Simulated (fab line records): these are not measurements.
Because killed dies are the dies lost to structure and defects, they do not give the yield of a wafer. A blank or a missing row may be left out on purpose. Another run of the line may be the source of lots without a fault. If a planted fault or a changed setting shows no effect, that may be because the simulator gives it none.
Matching of chambers + flow n5-finfet + N5_BEOL_M10_DESCUM_33 on rie-diel-04 has 4 sister chambers
The step chemistry O2, time 7.9 s. 18 wafers are shown with their chamber, then 9 later ones without.

== EACH WAFER AND ITS CHAMBER ==
| wafer  | chamber | drypump-motor-current-A (A) | showerhead-plenum-p-Torr (Torr) | throttle-valve-pct (%) |
|--------|---------|-----------------------------|---------------------------------|------------------------|
| L075.1 | 2       | 4.9                         | 2.06                            | 19.94                  |
| L075.3 | 3       | 6.5                         | 2.16                            | 20.36                  |
| L075.6 | 0       | 5.8                         | 2.06                            | 19.93                  |
| L074.3 | 3       | 6.6                         | 2.16                            | 20.36                  |
| L074.4 | 1       | 6.3                         | 2.10                            | 20.33                  |
| L074.6 | 2       | 4.9                         | 2.06                            | 19.95                  |
| L081.1 | 0       | 5.7                         | 2.05                            | 19.97                  |
| L081.2 | 2       | 4.9                         | 2.06                            | 19.95                  |
| L081.5 | 2       | 4.9                         | 2.06                            | 19.98                  |
| L079.2 | 1       | 6.4                         | 2.09                            | 20.34                  |
| L079.3 | 0       | 5.8                         | 2.05                            | 19.95                  |
| L079.4 | 3       | 6.5                         | 2.16                            | 20.17                  |
| L083.2 | 2       | 4.9                         | 2.06                            | 19.97                  |
| L083.3 | 3       | 6.6                         | 2.16                            | 20.17                  |
| L083.4 | 0       | 5.7                         | 2.05                            | 19.96                  |
| L089.2 | 1       | 6.4                         | 2.09                            | 20.37                  |
| L089.4 | 1       | 6.3                         | 2.09                            | 20.39                  |
| L089.6 | 0       | 5.8                         | 2.04                            | 19.99                  |

SIGNATURES (means of the wafers above)
| reading                  | chamber 0 | chamber 1 | chamber 2 | chamber 3 | scatter within a chamber |
|--------------------------|-----------|-----------|-----------|-----------|--------------------------|
| drypump-motor-current-A  | 5.760     | 6.350     | 4.900     | 6.550     | 0.0478                   |
| showerhead-plenum-p-Torr | 2.0500    | 2.0925    | 2.0600    | 2.1600    | 0.00443                  |
| throttle-valve-pct       | 19.9600   | 20.3575   | 19.9580   | 20.2650   | 0.0544                   |
Rule: distance of a wafer from a chamber = root of the sum over the readings of ((wafer's reading minus chamber's mean) / reading's scatter) squared. The wafer belongs to the nearest chamber; if the next one is less than 2 further off, it can't be placed. The scatter: take each reading less its chamber's mean, square it, sum over the shown wafers, divide by the number of wafers less the number of chambers, and take the root.

== WAFERS WITHOUT THEIR CHAMBER ==
| wafer  | drypump-motor-current-A (A) | showerhead-plenum-p-Torr (Torr) | throttle-valve-pct (%) |
|--------|-----------------------------|---------------------------------|------------------------|
| L087.2 | 4.9                         | 2.05                            | 20.01                  |
| L087.3 | 6.6                         | 2.15                            | 20.19                  |
| L087.5 | 4.9                         | 2.05                            | 20.01                  |
| L097.1 | 6.4                         | 2.08                            | 20.41                  |
| L097.2 | 6.6                         | 2.15                            | 20.21                  |
| L097.4 | 5.7                         | 2.04                            | 20.02                  |
| L096.2 | 4.9                         | 2.05                            | 20.02                  |
| L096.3 | 6.4                         | 2.08                            | 20.41                  |
| L096.4 | 6.5                         | 2.15                            | 20.23                  |

== WHICH CHAMBER EACH WENT THROUGH ==
| wafer  | from the rows above | in truth |
|--------|---------------------|----------|
| L087.2 | 2                   | 2        |
| L087.3 | 3                   | 3        |
| L087.5 | 2                   | 2        |
| L097.1 | 1                   | 1        |
| L097.2 | 3                   | 3        |
| L097.4 | 0                   | 0        |
| L096.2 | 2                   | 2        |
| L096.3 | 1                   | 1        |
| L096.4 | 3                   | 3        |
Correctly placed: 9 of 9. Can't be placed from these rows: 0. 0 placed wrongly.
